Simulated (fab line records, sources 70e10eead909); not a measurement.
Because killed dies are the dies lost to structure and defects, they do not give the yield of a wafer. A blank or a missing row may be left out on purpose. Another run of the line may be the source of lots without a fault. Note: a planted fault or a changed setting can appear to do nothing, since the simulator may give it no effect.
The tool behind it: which one? | flow nandHarc | 12 lots with 36 wafers sampled at 6 steps, on a route of 1302 steps

WHAT THE GAUGES READ, wafer by wafer
NHARC_A_M1_CD_MEAS_09 targets a cd of 120 nm. Usual: cdNm reads 120.4 nm (standard deviation 0.51).
lot  | measured     | on       | cdNm (nm)         | flag
L896 | day 23 09:17 | cdSem-03 | 119.8 120.3 120.2 | 
L900 | day 25 14:24 | cdSem-01 | 119.6 120.6 120.2 | 
L903 | day 25 16:20 | cdSem-01 | 120.7 121.0 120.4 | 
L901 | day 25 18:32 | cdSem-03 | 120.5 120.3 120.2 | 
L902 | day 26 01:31 | cdSem-03 | 121.2 120.9 119.5 | 
L906 | day 27 04:07 | cdSem-03 | 121.3 120.6 121.1 | 
L911 | day 29 03:38 | cdSem-02 | 106.0 106.4 105.7 | OFF
L913 | day 30 10:59 | cdSem-03 | 109.6 109.5 109.1 | OFF
L912 | day 30 13:01 | cdSem-02 | 111.4 111.6 110.4 | OFF
L915 | day 31 07:05 | cdSem-02 | 119.7 119.9 120.0 | 
L917 | day 32 08:23 | cdSem-02 | 119.6 119.8 120.1 | 
L918 | day 32 20:20 | cdSem-03 | 119.8 120.4 119.9 | 

NHARC_END_SORT_01. Usual: defectLimitedYield 92.0 %, standard deviation 2.4; killedAtArray 50, standard deviation 16; killedAtOther 0.8, standard deviation 1; killedAtPeriphery 4, standard deviation 3.1; killedDies 54, standard deviation 16; killedOpen 3.2, standard deviation 2; killedShort 2.5, standard deviation 1.6; sort_bin_2_pct 2.8 %, standard deviation 1; sort_bin_3_pct 0.6 %, standard deviation 0.35; sort_bin_4_pct 4.6 %, standard deviation 1.4; sortNPass 623, standard deviation 16; sortRimYieldPct 90 %, standard deviation 4.3; sortYieldPct 92.0 %, standard deviation 2.4.
lot  | measured     | on        | defectLimitedYield (%) | killedAtArray | killedAtOther | killedAtPeriphery | killedDies | killedOpen | killedShort | sort_bin_2_pct (%) | sort_bin_3_pct (%) | sort_bin_4_pct (%) | sortNPass   | sortRimYieldPct (%) | sortYieldPct (%) | flag
L903 | day 27 01:47 | prober-01 | 87.1 88.5 91.0         | 79 69 55      | 0 1 0         | 8 8 6             | 87 78 61   | 8 0 1      | 5 2 2       | 4.4 3.8 3.1        | 1.3 0.9 1.5        | 7.1 6.8 4.4        | 590 599 616 | 75 89 85            | 87.1 88.5 91.0   | 
L906 | day 28 17:21 | prober-02 | 89.5 89.2 92.5         | 59 63 44      | 3 1 3         | 9 9 4             | 71 73 51   | 8 3 0      | 3 3 4       | 4.3 4.0 2.2        | 0.9 0.6 0.4        | 5.3 6.2 4.9        | 606 604 626 | 85 85 85            | 89.5 89.2 92.5   | 
L912 | day 32 02:03 | prober-02 | 87.7                   | 77            | 0             | 6                 | 83         | 3          | 4           | 5.0                | 0.7                | 6.5                | 594         | 85                  | 87.7             | 

TOOL THAT RAN EACH LOT (tool first, then ch and the chambers of the sampled wafers, then the start)
lot  | NHARC_A_M0_CMP_23             | NHARC_A_M0_PRE_CLEAN_31         | NHARC_A_M1_PEB_07                | NHARC_A_M1_STRIP_18
L896 | cmp-04 ch 0,1,3, day 23 07:26 | pecvd-02 ch 0,1,2, day 23 07:59 | lithoTrack-04 ch 0, day 23 09:13 | rieDiel-05 ch 1,3, day 23 10:18
L900 | cmp-02 ch 0,1,2, day 25 12:43 | pecvd-03 ch 0,1, day 25 13:13   | lithoTrack-04 ch 0, day 25 14:19 | rieDiel-04 ch 1,3, day 25 15:03
L903 | cmp-04 ch 0,3, day 25 14:28   | pecvd-01 ch 1,2, day 25 15:01   | lithoTrack-06 ch 0, day 25 16:15 | rieDiel-05 ch 2,3, day 25 16:53
L901 | cmp-03 ch 1,2,3, day 25 16:52 | pecvd-03 ch 1,2, day 25 17:22   | lithoTrack-01 ch 0, day 25 18:27 | rieDiel-04 ch 0,1, day 25 19:05
L902 | cmp-02 ch 0,2, day 25 23:46   | pecvd-03 ch 0,1,2, day 26 00:20 | lithoTrack-04 ch 0, day 26 01:26 | rieDiel-06 ch 0,1,2, day 26 02:05
L906 | cmp-03 ch 0,2, day 27 02:23   | pecvd-03 ch 1,2, day 27 02:55   | lithoTrack-06 ch 0, day 27 04:02 | rieDiel-05 ch 1,3, day 27 04:42
L911 | cmp-04 ch 0,1,3, day 29 01:48 | pecvd-02 ch 0,2, day 29 02:20   | lithoTrack-04 ch 0, day 29 03:34 | rieDiel-04 ch 0,2,3, day 29 04:12
L913 | cmp-03 ch 0,3, day 30 09:14   | pecvd-02 ch 0,2, day 30 09:47   | lithoTrack-04 ch 0, day 30 10:55 | rieDiel-04 ch 0,1,2, day 30 11:37
L912 | cmp-02 ch 0,1,2, day 30 11:14 | pecvd-01 ch 0,1,2, day 30 11:47 | lithoTrack-04 ch 0, day 30 12:56 | rieDiel-05 ch 0,2, day 30 13:34
L915 | cmp-03 ch 0,1, day 31 05:19   | pecvd-01 ch 1,2, day 31 05:53   | lithoTrack-06 ch 0, day 31 07:00 | rieDiel-06 ch 0,1,3, day 31 07:47
L917 | cmp-04 ch 2,3, day 32 06:31   | pecvd-03 ch 0,2, day 32 07:04   | lithoTrack-01 ch 0, day 32 08:18 | rieDiel-04 ch 0,1,2, day 32 08:59
L918 | cmp-02 ch 0,1, day 32 18:18   | pecvd-03 ch 0,1, day 32 18:52   | lithoTrack-01 ch 0, day 32 20:15 | rieDiel-04 ch 0,1,3, day 32 20:53
- NHARC_A_M0_CMP_23: polishes, t overpolish 20 s, target thk 113.75 nm.
- NHARC_A_M0_PRE_CLEAN_31: time 12 s.
- NHARC_A_M1_PEB_07: peb time 65 s.
- NHARC_A_M1_STRIP_18: strips in N2/H2.

AS READ BY THE TOOLS THEMSELVES (means over the sampled wafers that have a number; for cases with no such wafer, the mark the record gives instead)
NHARC_A_M0_CMP_23. Usual: motorCurrentA 12.1 A, standard deviation 0.94; timeToEndpointS 28.3 s, standard deviation 2.8.
lot  | tool   | motorCurrentA (A) | timeToEndpointS (s) | flag
L896 | cmp-04 | 11.0              | 26.1                | 
L900 | cmp-02 | 11.9              | 30.5                | 
L903 | cmp-04 | 10.8              | 26.9                | 
L901 | cmp-03 | 12.5              | 28.6                | 
L902 | cmp-02 | 12.8              | 31.5                | 
L906 | cmp-03 | 12.6              | 27.0                | 
L911 | cmp-04 | 10.9              | 25.9                | 
L913 | cmp-03 | 12.1              | 25.4                | 
L912 | cmp-02 | 12.0              | 31.9                | 
L915 | cmp-03 | 13.7              | 27.9                | 
L917 | cmp-04 | 12.0              | 34.5                | 
L918 | cmp-02 | 12.2              | 25.2                | 

NHARC_A_M0_PRE_CLEAN_31. Usual: heaterPowerW reads 645 W (standard deviation 66).
lot  | tool     | heaterPowerW (W) | flag
L896 | pecvd-02 | 583              | 
L900 | pecvd-03 | 670              | 
L903 | pecvd-01 | 731              | 
L901 | pecvd-03 | 698              | 
L902 | pecvd-03 | 681              | 
L906 | pecvd-03 | 691              | 
L911 | pecvd-02 | 656              | 
L913 | pecvd-02 | 634              | 
L912 | pecvd-01 | 667              | 
L915 | pecvd-01 | 686              | 
L917 | pecvd-03 | 672              | 
L918 | pecvd-03 | 652              | 

NHARC_A_M1_PEB_07. Usual: heaterPowerTotalW 156.6 W, standard deviation 0.43; plateTempC 100.00 C, standard deviation 0.12.
lot  | tool          | heaterPowerTotalW (W) | plateTempC (C) | flag
L896 | lithoTrack-04 | 156.7                 | 100.10         | 
L900 | lithoTrack-04 | 157.1                 | 99.97          | 
L903 | lithoTrack-06 | 156.7                 | 100.18         | 
L901 | lithoTrack-01 | 156.5                 | 99.98          | 
L902 | lithoTrack-04 | 156.3                 | 100.03         | 
L906 | lithoTrack-06 | 156.0                 | 100.12         | 
L911 | lithoTrack-04 | 148.9                 | 96.21          | OFF
L913 | lithoTrack-04 | 148.6                 | 96.18          | OFF
L912 | lithoTrack-04 | 148.6                 | 96.17          | OFF
L915 | lithoTrack-06 | 156.3                 | 100.01         | 
L917 | lithoTrack-01 | 156.8                 | 100.01         | 
L918 | lithoTrack-01 | 156.7                 | 99.90          | 

NHARC_A_M1_STRIP_18. Usual: value, then standard deviation, for each; drypumpMotorCurrentA 5.9 A / 0.34; n2FlowSccm 150.0 sccm / 0.44; oesProductAu 1.000 a.u. / 0.009; powerW 1000 W / 3; rfVppV 90.7 V / 0.98; showerheadPlenumPTorr 2.04 Torr / 0.067; throttleValvePct 14.172 % / 0.0091.
lot  | tool       | drypumpMotorCurrentA (A) | n2FlowSccm (sccm) | oesProductAu (a.u.) | powerW (W) | rfVppV (V) | showerheadPlenumPTorr (Torr) | throttleValvePct (%) | flag
L896 | rieDiel-05 | 5.8                      | 150.0             | 0.997               | 999        | 92.1       | 2.09                         | 14.177               | 
L900 | rieDiel-04 | 5.9                      | 149.7             | 1.008               | 1002       | 90.1       | 2.00                         | 14.173               | 
L903 | rieDiel-05 | 6.1                      | 150.2             | 0.989               | 998        | 89.3       | 2.02                         | 14.170               | 
L901 | rieDiel-04 | 6.0                      | 149.6             | 1.003               | 1000       | 90.2       | 1.99                         | 14.169               | 
L902 | rieDiel-06 | 5.7                      | 149.6             | 1.001               | 999        | 90.3       | 2.00                         | 14.171               | 
L906 | rieDiel-05 | 5.7                      | 149.9             | 1.008               | 999        | 90.9       | 2.09                         | 14.179               | 
L911 | rieDiel-04 | 5.9                      | 150.1             | 1.005               | 999        | 91.0       | 2.07                         | 14.170               | 
L913 | rieDiel-04 | 6.0                      | 150.2             | 1.005               | 1000       | 90.1       | 2.04                         | 14.169               | 
L912 | rieDiel-05 | 6.3                      | 150.1             | 0.999               | 1003       | 90.7       | 1.97                         | 14.169               | 
L915 | rieDiel-06 | 5.6                      | 150.0             | 1.008               | 997        | 89.9       | 2.04                         | 14.177               | 
L917 | rieDiel-04 | 6.0                      | 150.4             | 1.001               | 996        | 90.9       | 2.04                         | 14.174               | 
L918 | rieDiel-04 | 5.9                      | 149.9             | 1.009               | 1002       | 90.9       | 2.02                         | 14.170               | 

THE ANSWER, worked out from the rows above alone
Rule: take the mean of a lot's wafers that have a number; if it is more than 3 standard deviations from the usual mean, the lot is off. A lot without any number at a reading at which 4 lots or more have one is off too. Any other lot the step has rows for is counted as sound. After the gauges, taken in route order, come the tools' own readings; for these a lot's mean is taken, as printed above. The first step at which some lot is off is used, and at that step the reading that is off furthest; a lot without a number counts as furthest.
Off: L911, L913, L912, at NHARC_A_M1_CD_MEAS_09 (cdNm).
If a tool, at a process step before that reading, ran all the lots that are off and no sound lot after the first of them, it fits. The gauges at NHARC_A_M1_CD_MEAS_09 aren't tried: what is off there is off at NHARC_A_M1_PEB_07 too, on other tools, and a gauge's error can't cause that. One fits: lithoTrack-04 at NHARC_A_M1_PEB_07. Its last sound lot is L902 (day 26 01:26), its first lot that is off L911 (day 29 03:34): a fault that began between those two fits.
The tool's own readings at NHARC_A_M1_PEB_07 bear it out: on the lots that are off they differ by more than 5 times the standard deviation of the sound lots' means. heaterPowerTotalW reads 148.7 W there against 156.6 W on the sound lots; plateTempC reads 96.19 C there against 100.03 C on the sound lots.

WHAT THE SIMULATOR HAD PUT IN
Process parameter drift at NHARC_A_M1_PEB_07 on lithoTrack-04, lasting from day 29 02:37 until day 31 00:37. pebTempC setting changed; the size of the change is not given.
Struck lots among those shown: L911, L913, L912. The rule above reached the same finding.
